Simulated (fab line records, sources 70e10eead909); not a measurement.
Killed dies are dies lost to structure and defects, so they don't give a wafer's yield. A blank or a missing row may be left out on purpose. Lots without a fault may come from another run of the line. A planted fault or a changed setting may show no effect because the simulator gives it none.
fab line records | flow nand_harc
record lots=6 wafers=18 last_day=33
route steps=1302 shown P_STI@107 P_GATE@110 END@1302
lots that met no fault: from a run of the same line without faults
start_h: hours from the record's first day to the start of the lot's first wafer shown | wait_h: hours since the lot's step before | " the same as in the row above | L1.1+2: a row that stands for several wafers | - no value, or no start given | * or withheld: withheld | < > ~ a bound
route shown NAME@n: a module of which the file shows steps, and the number in the route of the first | usual: mean/standard deviation of fault-free wafers | same: alike in all rows | chamber/n: place in a boat | sites: the reading at each site | _std_site: their standard deviation | _edge_site: outer sites' mean less inner sites' | radius_mm: how far each site lies from the wafer's centre | mask NAME#n: copy n | behind: the tool/chamber that last shaped the wafer | hold: why the lot was held/for how many hours/how that ended | device: the transistor (n, p or np) that didn't switch | end of line: the same wafers' tests at the end of the route | a step without rows: its recipe alone | killed: dies lost to structure and defects at the first sort, not the wafer's yield | map: a wafer's dies, x killed, . not, _ none there
set.NAME: the setting as run; set.NAME@STEP: as run at that earlier step | model.NAME: the simulator's own value behind a step, which no gauge read
lots at some steps of the route; a table a step, a row a wafer
services: from which hour (start_h, from the record's first day; less than 0 if before it) a tool's chamber was out of use, for how many hours, and why
## steps
# step NHARC_P_STI_SRD_39
# step NHARC_P_STI_OXIDE_40
# recipe target_thk_a=100 temp_c=900 ox_time_s=1362 material=SiO2
# step NHARC_P_STI_INSPECT_25
# usual raw_defect_count=206/68
# columns lot.wafer tool chamber start_h wait_h raw_defect_count
L926.1 defect_inspect-02 - 73.86 0.4 466
L926.2 " - " " 200
L926.4 " - " " 227
L928.2 defect_inspect-02 - 101.00 0.4 222
L928.4 " - " " 223
L928.5 " - " " 242
L935.3 defect_inspect-02 - 164.60 0.4 155
L935.4 " - " " 123
L935.5 " - " " 268
L936.3 defect_inspect-01 - 175.03 0.4 265
L936.4 " - " " 205
L936.6 " - " " 172
L942.1 defect_inspect-02 - 237.50 0.4 217
L942.3 " - " " 223
L942.4 " - " " 199
L943.3 defect_inspect-02 - 250.90 0.4 165
L943.4 " - " " 172
L943.5 " - " " 278
# step NHARC_P_GATE_ETCH_69
# recipe target_depth_a=140 chemistry=dHF material=SiO2
# step NHARC_P_GATE_PRECLEAN_70
# recipe time_s=* temp_c=50 bath_age_min=0 chemistry=SC1
# step NHARC_P_GATE_SRD_01
# step NHARC_P_GATE_OXIDE_02
# recipe target_thk_a=375 temp_c=950 p_h2o_torr=720 ox_time_s=365 material=SiO2
# step NHARC_P_GATE_DEHYDRATE_03
# recipe temp_c=150 time_s=120
# step NHARC_P_GATE_HMDS_04
# recipe time_s=30
# step NHARC_P_GATE_COAT_05
# recipe spin_rpm=4690
# step NHARC_P_GATE_SOFTBAKE_06
# recipe temp_c=122 time_s=95
# step NHARC_P_GATE_EBR_07
# step NHARC_P_GATE_EXPOSE_08
# recipe na=0.6 dose_mj=16.75 mask_id=P_HV
# usual exposure_dose_mJ_cm2=16.754/0.019 focus_offset_nm=0.1/0.62
# columns lot.wafer tool chamber start_h wait_h mask exposure_dose_mJ_cm2 focus_offset_nm
L926.1 krf_scanner-02 0 82.14 - P_HV#0 16.778 -0.1
L926.2 " 0 " " P_HV#0 16.772 -0.1
L926.4 " 0 " " P_HV#0 16.748 0.0
L928.2 krf_scanner-02 0 109.13 - P_HV#0 16.747 -1.4
L928.4 " 0 " " P_HV#0 16.763 -0.9
L928.5 " 0 " " P_HV#0 16.769 -1.1
L935.3 krf_scanner-01 - 172.79 - P_HV#0 - -
L935.4 " - " " P_HV#0 - -
L935.5 " - " " P_HV#0 - -
L936.3 krf_scanner-02 - 185.46 - P_HV#0 - -
L936.4 " - " " P_HV#0 - -
L936.6 " - " " P_HV#0 - -
L942.1 krf_scanner-02 0 246.83 - P_HV#0 16.787 0.4
L942.3 " 0 " " P_HV#0 16.749 1.1
L942.4 " 0 " " P_HV#0 16.756 0.2
L943.3 krf_scanner-01 0 259.22 - P_HV#0 16.729 1.2
L943.4 " 0 " " P_HV#0 16.731 0.5
L943.5 " 0 " " P_HV#0 16.762 0.9
# step NHARC_P_GATE_PEB_09
# recipe peb_temp_c=118 peb_time_s=85
# step NHARC_P_GATE_DEVELOP_10
# recipe time_s=70
# step NHARC_P_GATE_CD_MEAS_11
# recipe target_cd_nm=1640 landing_energy_ev=500
# usual cd_nm=1640.0/1.6
# columns lot.wafer tool chamber start_h wait_h cd_nm
L926.1 cd_sem-02 0 82.30 - 1641.2
L926.2 " 0 " " 1642.9
L926.4 " 0 " " 1639.6
L928.2 cd_sem-03 0 109.28 - 1639.9
L928.4 " 0 " " 1638.5
L928.5 " 0 " " 1638.2
L935.3 cd_sem-02 0 172.94 - -
L935.4 " 0 " " -
L935.5 " 0 " " -
L936.3 cd_sem-01 0 185.61 - -
L936.4 " 0 " " -
L936.6 " 0 " " -
L942.1 cd_sem-01 0 246.98 - 1640.2
L942.3 " 0 " " 1639.6
L942.4 " 0 " " 1640.7
L943.3 cd_sem-02 0 259.37 - 1641.9
L943.4 " 0 " " 1641.0
L943.5 " 0 " " 1641.1
# step NHARC_P_GATE_HARDBAKE_12
# recipe temp_c=125 time_s=80
# step NHARC_P_GATE_DESCUM_13
# recipe time_s=3 o2_flow_sccm=200 ar_flow_sccm=0 bias_power_w=0 chemistry=O2
# usual drypump_motor_current_A=5.8/0.43 oes_product_au=1.001/0.0069 rf_vpp_V=57.9/0.89 showerhead_plenum_p_Torr=1.94/0.069 throttle_valve_pct=11.311/0.0094
# columns lot.wafer tool chamber start_h wait_h drypump_motor_current_A oes_product_au rf_hours_counter_h rf_vpp_V showerhead_plenum_p_Torr throttle_valve_pct
L926.4 rie_diel-12 2 82.46 - 5.8 0.998 1 58.7 1.97 11.298
L926.1 " 0 " " 6.6 1.009 1 58.0 1.87 11.311
L926.2 " 1 " " 5.7 1.015 1 57.2 1.86 11.321
L928.4 rie_diel-12 0 109.45 - 6.7 1.009 1 57.7 1.87 11.329
L928.2 " 2 " " 5.8 0.999 1 57.2 1.97 11.301
L928.5 " 0 " " 6.7 1.005 - 58.4 1.87 11.315
L935.4 rie_diel-06 0 173.10 - 5.8 0.987 6 58.1 1.91 11.331
L935.3 " 3 " " 5.6 0.989 5 56.3 1.96 11.306
L935.5 " 1 " " 5.4 1.003 - 58.0 1.99 11.319
L936.3 rie_diel-06 0 185.77 - 5.8 0.998 6 56.5 1.91 11.315
L936.4 " 3 " " 5.6 0.987 6 57.6 1.96 11.299
L936.6 " 1 " " 5.4 0.996 - 57.8 1.99 11.327
L942.1 rie_diel-10 1 247.14 - 5.0 1.001 1 58.4 1.90 11.299
L942.3 " 3 " " 5.7 1.001 1 58.6 2.05 11.326
L942.4 " 0 " " 6.2 0.997 1 56.4 2.01 11.320
L943.3 rie_diel-06 1 259.52 - 5.5 1.004 10 57.6 1.98 11.306
L943.4 " 3 " " 5.6 0.985 9 59.8 1.96 11.294
L943.5 " 1 " " 5.4 1.004 - 58.4 1.98 11.295
# step NHARC_P_GATE_ETCH_14
# recipe target_depth_a=488 chemistry=dHF material=SiO2
# step NHARC_P_GATE_STRIP_15
# recipe time_s=780 temp_c=130 chemistry=SPM
# step NHARC_P_GATE_PRECLEAN_71
# recipe time_s=* temp_c=50 bath_age_min=0 chemistry=SC1
# step NHARC_P_GATE_SRD_72
# step NHARC_P_GATE_OXIDE_16
# recipe target_thk_a=30 temp_c=875 ox_time_s=392 material=SiO2
# step NHARC_P_GATE_CVD_17
# recipe target_thk_a=1500 temp_c=620 time_s=900 material=poly-Si
# step NHARC_P_GATE_HM_DEP_102
# recipe target_thk_a=1200 temp_c=400 material=aC
# usual throttle_valve_pct=34.999/0.0096
# columns lot.wafer tool chamber start_h wait_h throttle_valve_pct
L926.1 acl_dep-02 0 95.81 1.1 35.019
L926.2 " 0 " " 35.002
L926.4 " 0 " " 34.994
L928.2 acl_dep-01 0 126.59 2.3 34.992
L928.4 " 0 " " 35.004
L928.5 " 0 " " 34.990
L935.3 acl_dep-01 0 187.50 2.1 34.986
L935.4 " 0 " " 35.010
L935.5 " 0 " " 34.994
L936.3 acl_dep-01 0 199.43 0.6 34.996
L936.4 " 0 " " 34.997
L936.6 " 0 " " 35.009
L942.1 acl_dep-03 0 259.95 0.6 35.015
L942.3 " 0 " " 35.008
L942.4 " 0 " " 34.994
L943.3 acl_dep-02 0 275.19 3.4 34.984
L943.4 " 0 " " 35.009
L943.5 " 0 " " 35.004
# step NHARC_P_GATE_DEP_103
# recipe target_thk_a=300 target_thk_nm=30 temp_c=400 flow_sccm=200 rf_w=350 material=SiON
# usual heater_power_outer_w=439/80 heater_power_w=722/95
# columns lot.wafer tool chamber start_h wait_h heater_power_outer_w heater_power_w
L926.1 pecvd-01 1 96.48 0.6 463 816
L926.2 " 0 " " 449 726
L926.4 " 2 " " 462 725
L928.2 pecvd-03 2 127.16 0.5 338 635
L928.4 " 0 " " 393 682
L928.5 " 1 " " 506 752
L935.3 pecvd-02 0 187.96 0.3 573 908
L935.4 " 0 " " 579 911
L935.5 " 2 " " 617 937
L936.3 pecvd-03 0 199.96 0.4 367 644
L936.4 " 1 " " 423 649
L936.6 " 1 " " 429 632
L942.3 pecvd-03 0 260.63 0.4 314 564
L942.1 " 2 " " 318 594
L942.4 " 1 " " 474 702
L943.3 pecvd-01 1 275.67 0.4 501 832
L943.4 " 1 " " 503 848
L943.5 " 2 " " 472 726
# step NHARC_P_GATE_DEHYDRATE_18
# recipe temp_c=150 time_s=120
# step NHARC_P_GATE_HMDS_19
# recipe time_s=30
# step NHARC_P_GATE_COAT_20
# recipe spin_rpm=1500 resist_thk_nm=90
# step NHARC_P_GATE_SOFTBAKE_21
# recipe temp_c=105 time_s=55
# step NHARC_P_GATE_EBR_22
# step NHARC_P_GATE_EXPOSE_23
# recipe na=1.35 target_cd_nm=120 dose_mj=93.91 mask_id=P_GATE
# step NHARC_P_GATE_PEB_24
# recipe peb_temp_c=100 peb_time_s=65
# step NHARC_P_GATE_DEVELOP_25
# recipe develop_time_s=35 dev_temp_c=23
# step NHARC_P_GATE_CD_MEAS_26
# recipe target_cd_nm=120 landing_energy_ev=500
# usual cd_nm=119.8/0.53
# columns lot.wafer tool chamber start_h wait_h cd_nm
L926.1 cd_sem-03 0 97.04 - 120.5
L926.2 " 0 " " 119.9
L926.4 " 0 " " 120.6
L928.2 cd_sem-01 0 127.72 - 120.2
L928.4 " 0 " " 119.4
L928.5 " 0 " " 119.3
L935.3 cd_sem-03 0 188.51 - 119.7
L935.4 " 0 " " 120.0
L935.5 " 0 " " 119.8
L936.3 cd_sem-02 0 200.65 - 120.4
L936.4 " 0 " " 120.6
L936.6 " 0 " " 120.2
L942.1 cd_sem-02 0 261.31 - 119.8
L942.3 " 0 " " 119.7
L942.4 " 0 " " 119.7
L943.3 cd_sem-01 0 276.24 - 119.5
L943.4 " 0 " " 119.9
L943.5 " 0 " " 119.5
# step NHARC_P_GATE_OVL_MEAS_27
# usual overlay_x_nm=0.0/0.94 overlay_y_nm=0.0/0.66
# columns lot.wafer tool chamber start_h wait_h overlay_x_nm overlay_y_nm
L926.1 overlay-01 - 97.13 - -2.0 0.9
L926.2 " - " " -2.2 0.7
L926.4 " - " " -1.6 1.0
L928.2 overlay-02 - 127.80 - 1.5 -0.9
L928.4 " - " " 2.2 -0.5
L928.5 " - " " 1.7 -1.2
L935.3 overlay-02 - 188.60 - 0.8 0.3
L935.4 " - " " 1.7 0.0
L935.5 " - " " 0.9 0.1
L936.3 overlay-02 - 200.73 - -0.7 -0.2
L936.4 " - " " -0.4 0.0
L936.6 " - " " -0.7 -0.2
L942.1 overlay-01 - 261.40 - -0.5 -1.6
L942.3 " - " " 0.1 -0.8
L942.4 " - " " -0.3 -1.4
L943.3 overlay-01 - 276.32 - -0.2 0.0
L943.4 " - " " -1.0 -0.5
L943.5 " - " " -0.9 0.3
# step NHARC_P_GATE_INSPECT_28
# usual raw_defect_count=6.5/2.6
# columns lot.wafer tool chamber start_h wait_h hold raw_defect_count
L926.1 defect_inspect-01 - 97.16 0.0 - 7
L926.2 " - " " - 6
L926.4 " - " " - 12
L928.2 defect_inspect-01 - 127.84 0.0 - 7
L928.4 " - " " - 5
L928.5 " - " " - 7
L935.3 defect_inspect-02 - 188.63 0.0 await_dispo/0.2h/release 1091
L935.4 " - " " await_dispo/0.2h/release 1073
L935.5 " - " " await_dispo/0.2h/release 1080
L935.3 defect_inspect-02 - 188.80 0.2 - 1074
L935.4 " - " " - 1090
L935.5 " - " " - 1079
L936.3 defect_inspect-01 - 200.77 0.0 await_dispo/0.2h/release 1093
L936.4 " - " " await_dispo/0.2h/release 1114
L936.6 " - " " await_dispo/0.2h/release 1129
L936.3 defect_inspect-01 - 200.94 0.2 - 1097
L936.4 " - " " - 1116
L936.6 " - " " - 1130
L942.1 defect_inspect-02 - 261.43 0.0 - 8
L942.3 " - " " - 3
L942.4 " - " " - 10
L943.3 defect_inspect-02 - 276.36 0.0 - 4
L943.4 " - " " - 5
L943.5 " - " " - 4
# step NHARC_END_SORT_01
# recipe temp_c=25
# usual defect_limited_yield=92.3/2.2 killed_at_array=47/14 killed_at_other=0.5/0.72 killed_at_periphery=4/3.1 killed_dies=52/15 killed_open=3.2/1.9 killed_short=2.4/1.7 sort_bin_2_pct=2.7/1.1 sort_bin_3_pct=0.6/0.34 sort_bin_4_pct=4.4/1.3 sort_n_pass=625/15 sort_rim_yield_pct=90/4.3 sort_yield_pct=92.3/2.2
# same gross_dies=677 sort_bin_5_pct[%]=0 sort_bin_6_pct[%]=0 sort_bin_7_pct[%]=0 sort_bin_8_pct[%]=0 sort_rim_n_gross=106.00
# columns lot.wafer tool chamber start_h wait_h defect_limited_yield[%] killed_at_array killed_at_other killed_at_periphery killed_dies killed_open killed_short sort_bin_2_pct[%] sort_bin_3_pct[%] sort_bin_4_pct[%] sort_n_pass sort_rim_yield_pct[%] sort_yield_pct[%]
L928.2 prober-01 0 592.99 2.8 95.4 29 0 2 31 5 1 1.5 0.1 3.0 646 93 95.4
L928.4 prober-01 0 594.58 3.4 97.6 13 1 2 16 2 3 0.7 0.4 1.2 661 96 97.6
L928.5 prober-01 0 595.38 3.7 95.1 33 0 0 33 5 2 1.2 0.4 3.2 644 94 95.1
# killed by level:class
L928.2 A_CHANNEL_HOLE_D1:chamber_film_flake=5 A_CHANNEL_FILL_D2:chamber_film_flake=5 A_CHANNEL_HOLE_D2:chamber_film_flake=4 A_BONDPAD:chamber_film_flake=3 A_CONTACT:chamber_film_flake=3 A_CHANNEL_FILL_D1:geometric_particle:open=2 A_M0:geometric_particle:open=2 A_WL_FILL:chamber_film_flake=2
L928.4 A_CHANNEL_HOLE_D2:chamber_film_flake=2 A_CONTACT:chamber_film_flake=2 A_BONDPAD:chamber_film_flake=2 P_M1:geometric_particle:open=1 A_ONON_D2:geometric_particle:short=1 A_M0:geometric_particle:open=1 A_M0:geometric_particle:short=1 STARTING-WAFER:geometric_particle:short=1
L928.5 A_CHANNEL_HOLE_D2:chamber_film_flake=9 A_CHANNEL_FILL_D2:geometric_particle:open=4 A_SLIT:chamber_film_flake=4 A_CHANNEL_HOLE_D1:chamber_film_flake=3 A_WL_FILL:chamber_film_flake=3 A_CONTACT:chamber_film_flake=3 A_STAIRCASE:chamber_film_flake=2 A_CHANNEL_FILL_D1:geometric_particle:short=1
## services
# columns tool chamber start_h hours kind
rie_diel-12 - 67.40 9.0 pm
krf_scanner-02 - 70.00 4.0 pm
pecvd-01 - 82.51 1.4 repair
pecvd-03 2 94.76 15.6 repair
krf_scanner-02 - 99.51 0.5 repair
pecvd-01 - 106.00 13.0 pm
rie_diel-06 - 106.23 9.0 pm
krf_scanner-01 - 116.00 4.0 pm
pecvd-03 - 133.73 1.3 repair
krf_scanner-01 - 135.02 0.9 repair
pecvd-01 - 138.17 1.3 repair
pecvd-01 - 145.46 1.0 repair
krf_scanner-01 - 150.49 0.6 repair
pecvd-03 - 161.12 13.0 pm
pecvd-01 - 161.98 1.1 repair
acl_dep-01 - 165.32 13.0 pm
krf_scanner-01 - 174.05 15.8 repair
krf_scanner-02 - 177.11 0.8 repair
pecvd-03 2 191.93 15.7 repair
krf_scanner-02 - 213.13 0.4 repair
krf_scanner-02 - 225.42 4.3 repair
pecvd-03 1 235.21 10.9 repair
krf_scanner-02 - 242.00 4.0 pm
rie_diel-06 0 242.11 5.0 repair
## key
first_sign step=NHARC_P_GATE_EXPOSE_08 reading=tool_record direction=missing
effect step=NHARC_P_GATE_CD_MEAS_11 reading=cd_nm direction=missing
effect step=NHARC_P_GATE_INSPECT_28 reading=visit direction=added
effect step=NHARC_P_GATE_INSPECT_28 reading=raw_defect_count direction=up sigmas=99+ usual=6.5 struck=1096.7
met_at NHARC_P_GATE_EXPOSE_08
struck_wafers L935.3,L935.4,L935.5,L936.3,L936.4,L936.6
scrapped_behind NHARC_P_GATE_INSPECT_28 L935.3,L935.4,L935.5,L936.3,L936.4,L936.6
onset_between 109.13 172.79
fault kind=skipped_step_whole tool=krf_scanner-01,krf_scanner-02 chamber=- onset_h=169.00 steps=NHARC_P_GATE_EXPOSE_08 scope=struck_lots_only
